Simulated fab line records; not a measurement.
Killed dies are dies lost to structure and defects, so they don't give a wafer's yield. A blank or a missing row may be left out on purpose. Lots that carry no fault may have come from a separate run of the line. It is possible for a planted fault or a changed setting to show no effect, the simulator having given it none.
Struck lot and sound lot, side by side | flow n5 finfet | 14 out of 1938 route steps
Sound: the wafers L501.2, L501.4, L501.6. The struck wafers were L503.2, L503.3, L503.6. The cause is named last.
Per side, at each step with rows, come the tool, then ch with its chambers, and then its first start. Under that, the readings that differ: sound wafers | struck wafers | difference of the means | sigmas: that difference in standard deviations of wafers without a fault.
alike: a reading whose means differ by less than 2 such deviations, as well as words and numbers matching on both sides. not compared: withheld readings; readings where some wafer has no value; bounds like >300 that might hide an equal value; numbers whose values overlap and for which the record gives no deviation.
Wherever a step has rows on one side only, a row that says differs or no value, or a row with sigmas, the two part there. When numbers do not overlap yet have no deviation, they are printed without sigmas and do not part them. Lack of a reading on every wafer of one side parts them only where that side has two or more wafers.

first, 3 steps without rows for these wafers: N5_SD_EPI_P_PRECLEAN_51 (cleans in NF3:NH3, afs cycles 1, time 20 s, sublimation time 60 s); N5_SD_EPI_P_VAPOR_ETCH_44 (etches SiGe30 in NF3/Ar, time 3.3 s); N5_SD_EPI_P_EPI_21 (deposits SiGe:B, time 355 s).
N5_SD_EPI_P_EPI_MEAS_23:
  sound on film metro-02 at day 5 00:19; struck on film metro-02 at day 5 09:31
  alike: thk nm
then, 6 steps without rows for these wafers: N5_SD_EPI_P_HM_STRIP_48 (strips SiNx in H3PO4, material SiNx, target depth 3 nm); N5_SD_EPI_P_SRD_49 (time 30 s); N5_SD_EPI_P_PRECLEAN_24 (cleans in O3/DIW, time 45 s); N5_SD_EPI_P_PRECLEAN_32 (cleans in dHF, time 10 s); N5_SD_EPI_P_PRECLEAN_33 (cleans in SC2, time 45 s); N5_SD_EPI_P_SRD_25 (time 30 s).
N5_SD_EPI_P_INSPECT_26: inspects for defects (darkfield).
  sound on defect inspect-02 at day 5 00:29; struck on defect inspect-01 at day 5 09:41
  alike: raw defect count
N5_SD_ACTIVATION_RTA_00: time 0 s.
  sound on rtp anneal-01 ch 0, day 5 00:37; struck on rtp anneal-02 ch 0, day 5 09:44
  alike: lamp power pct, lamp_zone_1_pct, lamp_zone_4_pct, wafer_temp_C_max
N5_SD_ACTIVATION_LSA_01: time 0.0008 s.
  sound on laser anneal-02 ch 0, day 5 00:50; struck on laser anneal-02 ch 0, day 5 09:57
  reading          | sound                | struck               | difference | sigmas
  wafer_temp_C_max | 1085.7 1083.9 1085.9 | 1094.6 1094.0 1094.9 | +9.3       | +6
-- a jump in the record: the struck wafers' starts before and after are 9 days apart (it breaks off in module SD_ACTIVATION and resumes in module PASSIVATION, where the first step shown is number 1936 of the route) --
N5_PASSIVATION_PROBE_49:
  sound on prober-02 at day 14 13:49; struck on prober-02 at day 14 18:26
  alike: killed_at_M0_to_M3, killed_at_M4_up, killed at contacts, killed at front end, killed at other, killed dies, killed open, killed short

WHERE THEY PART
Only at N5_SD_ACTIVATION_LSA_01, as far as this record shows. Later steps at which nothing parts them and some readings are alike: N5_PASSIVATION_PROBE_49.

WHY: whatever the simulator had introduced
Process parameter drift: laser anneal-02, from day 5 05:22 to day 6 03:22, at N5_SD_ACTIVATION_LSA_01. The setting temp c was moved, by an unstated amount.
